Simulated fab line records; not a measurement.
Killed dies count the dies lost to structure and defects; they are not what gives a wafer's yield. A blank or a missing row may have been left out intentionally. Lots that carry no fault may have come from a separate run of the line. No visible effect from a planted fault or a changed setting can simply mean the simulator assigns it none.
Which tool was responsible? | flow nand-harc | Sampling: 12 lots, 36 wafers, 4 of 1302 route steps

== WHAT THE GAUGES SHOWED, per wafer ==
NHARC_A_M0_OVL_MEAS_10: pitch 160 nm.
lot  | measured     | on         | overlay-x-nm (nm)
L074 | day 23 15:49 | overlay-01 | -0.2 -0.6 -0.6
L076 | day 23 17:38 | overlay-01 | -0.3 0.5 0.3
L078 | day 24 06:07 | overlay-02 | -2.3 -2.5 -1.9
L081 | day 26 04:03 | overlay-02 | -0.9 -0.7 -1.2
L083 | day 26 15:51 | overlay-01 | 1.3 1.0 1.5
L084 | day 27 16:22 | overlay-02 | -0.8 -1.3 -0.9
L087 | day 28 12:45 | overlay-02 | 0.5 0.5 0.4
L088 | day 29 14:14 | overlay-02 | 0.2 0.5 0.3
L093 | day 30 11:41 | overlay-01 | -0.8 -0.4 -1.4
L092 | day 30 16:37 | overlay-02 | -1.2 -0.5 -0.8
L095 | day 31 13:46 | overlay-02 | 0.9 1.1 1.1
L096 | day 32 15:24 | overlay-02 | 1.0 1.1 0.9

== EACH LOT AND THE TOOL THAT RAN IT (in order: tool; ch and the chambers of the sampled wafers; start) ==
lot  | NHARC_A_BLC_DESCUM_15              | NHARC_A_BLC_STRIP_21               | NHARC_A_BLC_PVD_32
L074 | rie-diel-12 ch 0,1,2, day 23 11:53 | rie-diel-12 ch 2,3, day 23 13:02   | pvd-sputter-02, day 23 15:49 or earlier
L076 | rie-diel-12 ch 0,1,3, day 23 13:50 | rie-diel-02 ch 0,3, day 23 14:58   | pvd-sputter-03, day 23 17:38 or earlier
L078 | rie-diel-12 ch 0,1,3, day 24 02:12 | rie-diel-12 ch 0,1,2, day 24 03:20 | pvd-sputter-01, day 24 06:07 or earlier
L081 | rie-diel-12 ch 0,2, day 25 23:47   | rie-diel-12 ch 0,2,3, day 26 01:25 | pvd-sputter-02, day 26 04:03 or earlier
L083 | rie-diel-12 ch 1,2, day 26 11:52   | rie-diel-09 ch 0,2, day 26 13:04   | pvd-sputter-03, day 26 15:51 or earlier
L084 | rie-diel-02 ch 0,1,3, day 27 12:26 | rie-diel-12 ch 1,3, day 27 13:35   | pvd-sputter-03, day 27 16:22 or earlier
L087 | rie-diel-12 ch 0,3, day 28 08:46   | rie-diel-02 ch 0,3, day 28 09:55   | pvd-sputter-01, day 28 12:45 or earlier
L088 | rie-diel-02 ch 0,1,3, day 29 10:16 | rie-diel-12 ch 1,2,3, day 29 11:24 | pvd-sputter-01, day 29 14:14 or earlier
L093 | rie-diel-09 ch 0,3, day 30 07:37   | rie-diel-09 ch 0,3, day 30 08:46   | pvd-sputter-02, day 30 11:41 or earlier
L092 | rie-diel-12 ch 0,3, day 30 12:41   | rie-diel-09 ch 0,3, day 30 13:50   | pvd-sputter-02, day 30 16:37 or earlier
L095 | rie-diel-12 ch 1,2, day 31 09:44   | rie-diel-09 ch 0,3, day 31 10:53   | pvd-sputter-02, day 31 13:46 or earlier
L096 | rie-diel-12 ch 0,2,3, day 32 11:29 | rie-diel-12 ch 2,3, day 32 12:37   | pvd-sputter-03, day 32 15:24 or earlier
- NHARC_A_BLC_DESCUM_15: chemistry O2, time 3 s.
- NHARC_A_BLC_STRIP_21: strips in O2.
- NHARC_A_BLC_PVD_32: deposits Ti, target thk 5 nm, time 17.7 s.

== THE ANSWER, worked out from the rows above alone ==
Rule: what is usual is taken from the lots themselves. Put in order of their means at a reading, lots are off if they are a third of the lots or fewer, leave a main group of 4 or more, and stand apart from it by a gap of 3 or more times the standard deviation of the main group's means; of several such gaps the widest counts. Not used: any main group whose means are identical at the precision the tables above print for the reading. A lot without any number at a reading at which 4 lots or more have one is off too. The other lots that the step has rows for count as sound.
Across all readings shown, no lot is off: no conclusion can be drawn from this.

== WHAT THE SIMULATOR HAD PUT IN ==
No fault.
